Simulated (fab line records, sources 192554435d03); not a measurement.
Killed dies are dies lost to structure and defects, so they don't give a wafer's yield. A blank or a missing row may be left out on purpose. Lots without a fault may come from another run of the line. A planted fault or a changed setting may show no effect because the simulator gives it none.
A struck lot beside a sound one | flow n5_finfet | 37 steps out of a route of 1938
Sound: wafers L260.3, L260.4, L260.5. Struck: wafer L261.2. (L261.4, L261.6 of the same lot were not struck and are left out.) The cause comes at the end.
At each step with rows: each side's tool, then ch and its chambers, then its first start. Under that, the readings that differ: sound wafers | struck wafers | difference of the means | sigmas: that difference in standard deviations of wafers without a fault.
alike: readings whose means differ by less than 2 such deviations, and words and numbers that are the same on both sides. not compared: withheld readings, readings that some wafer has no value for, bounds like >300 that may hide the same value, and numbers for which the record gives no deviation and whose values overlap.
The two part at a step that has a row with sigmas, a row that says differs or no value, or rows on one side only. Numbers that don't overlap but have no deviation are shown without sigmas and don't part them. A reading that every wafer of one side lacks parts them only if that side has two wafers or more.

first, 9 steps without rows for these wafers: N5_BEOL_M6_ALD_77 (deposits TaN, target thk 2 nm, pulse time 2 s, purge time 3 s); N5_BEOL_M6_SURFACE_TREAT_79; N5_BEOL_M6_CVD_78 (deposits Co from CCTBA/H2, target thk 2 nm, time 142.3 s); N5_BEOL_M6_SPUTTER_48 (material Cu, target thk 10 nm, time 1.667 s); N5_BEOL_M6_ECD_50 (material Cu, target thk 300 nm); N5_BEOL_M6_ANNEAL_51 (time 90 s); N5_BEOL_M6_CMP_52 (polishes, stops on SiCOH lowk, t overpolish 6.9 s, target thk 80 nm); N5_BEOL_M6_PRE_CLEAN_55 (time 15 s); N5_BEOL_M6_DEP_56 (deposits SiCN from 3MS/NH3, target thk 10 nm, time 17.5 s).
N5_BEOL_M7_ILD_DEP_00: deposits SiCOH lowk from DEMS/porogen, target thk 179.75 nm, time 33.4 s.
  sound on pecvd-04 ch 0,2, day 11 08:22; struck on pecvd-04 ch 2, day 12 03:17
  reading                                            | sound             | struck | difference | sigmas
  model.SiCOH_lowk_of_BEOL_M7_ILD_DEP_00.thk_nm (nm) | 180.8 184.8 180.6 | 158.8  | -23.3      |
  alike: heater_power_w, showerhead_plenum_p_Torr, showerhead_vpp_V, throttle_valve_pct
then, 1 step without rows for these wafers: N5_BEOL_M7_CURE_74 (cures SiCOH lowk, time 240 s).
N5_BEOL_M7_THK_MEAS_01:
  sound on film_metro-02, day 11 08:56; struck on film_metro-02, day 12 04:21
  reading         | sound             | struck | difference | sigmas
  M7_ILD_THK (nm) | 155.9 159.3 155.7 | 136.8  | -20.2      | -8
then, 23 steps without rows for these wafers: N5_BEOL_M7_PECVD_70 (deposits SiO2 from TEOS/O2, target thk 20 nm, time 22.7 s); N5_BEOL_M7_HM_DEP_02 (deposits TiN, target thk 20 nm); N5_BEOL_M7_COAT_59 (time 60 s, resist thk 100 nm); N5_BEOL_M7_COAT_60 (time 60 s, resist thk 35 nm); N5_BEOL_M7_COAT_05 (resist thk 90 nm); N5_BEOL_M7_EBR_07; N5_BEOL_M7_SOFTBAKE_06 (time 60 s); N5_BEOL_M7_EXPOSE_08 (exposes mask M7); N5_BEOL_M7_PEB_09 (peb time 60 s); N5_BEOL_M7_DEVELOP_10 (develop time 30 s); N5_BEOL_M7_DESCUM_16 (chemistry O2, time 7.9 s); N5_BEOL_M7_ETCH_61 (etches SiARC in CF4, target depth 45.5 nm, time 75.8 s); N5_BEOL_M7_ETCH_62 (etches SOC in N2/H2, target depth 110 nm, overetch 22 nm, time 165 s); N5_BEOL_M7_STRIP_68 (strips in N2/H2); N5_BEOL_M7_STRIP_67 (strips in CF4); N5_BEOL_M7_HM_OPEN_17 (chemistry Cl2/BCl3, target TiN, target depth 20 nm, overetch 6 nm); N5_BEOL_M7_STRIP_19 (strips in O2); N5_BEOL_M7_COAT_63 (time 60 s, resist thk 60 nm); N5_BEOL_M7_COAT_64 (time 60 s, resist thk 12 nm); N5_BEOL_M7_COAT_71 (time 60 s, resist thk 5 nm); N5_BEOL_M7_COAT_22 (resist thk 30 nm); N5_BEOL_M7_EBR_24; N5_BEOL_M7_SOFTBAKE_23 (time 60 s).
N5_BEOL_M7_CMP_52: polishes, stops on SiCOH lowk, t overpolish 6.9 s, target thk 80 nm.
  sound on cmp-04 ch 0,2,3, day 11 18:00; struck on cmp-04 ch 0, day 12 10:52
  reading                                            | sound           | struck | difference | sigmas
  model.SiCOH_lowk_of_BEOL_M7_ILD_DEP_00.thk_nm (nm) | 153 156.4 152.8 | 133.8  | -20.3      |
  alike: clearing_platen_down_force_psi, motor_current_A
N5_PASSIVATION_PROBE_49:
  the record has rows for the sound wafers here (prober-01, day 14 15:53) and none for the struck ones

WHERE THEY PART
First at N5_BEOL_M7_THK_MEAS_01; last, within this record, at N5_PASSIVATION_PROBE_49.

WHY: what the simulator had put in
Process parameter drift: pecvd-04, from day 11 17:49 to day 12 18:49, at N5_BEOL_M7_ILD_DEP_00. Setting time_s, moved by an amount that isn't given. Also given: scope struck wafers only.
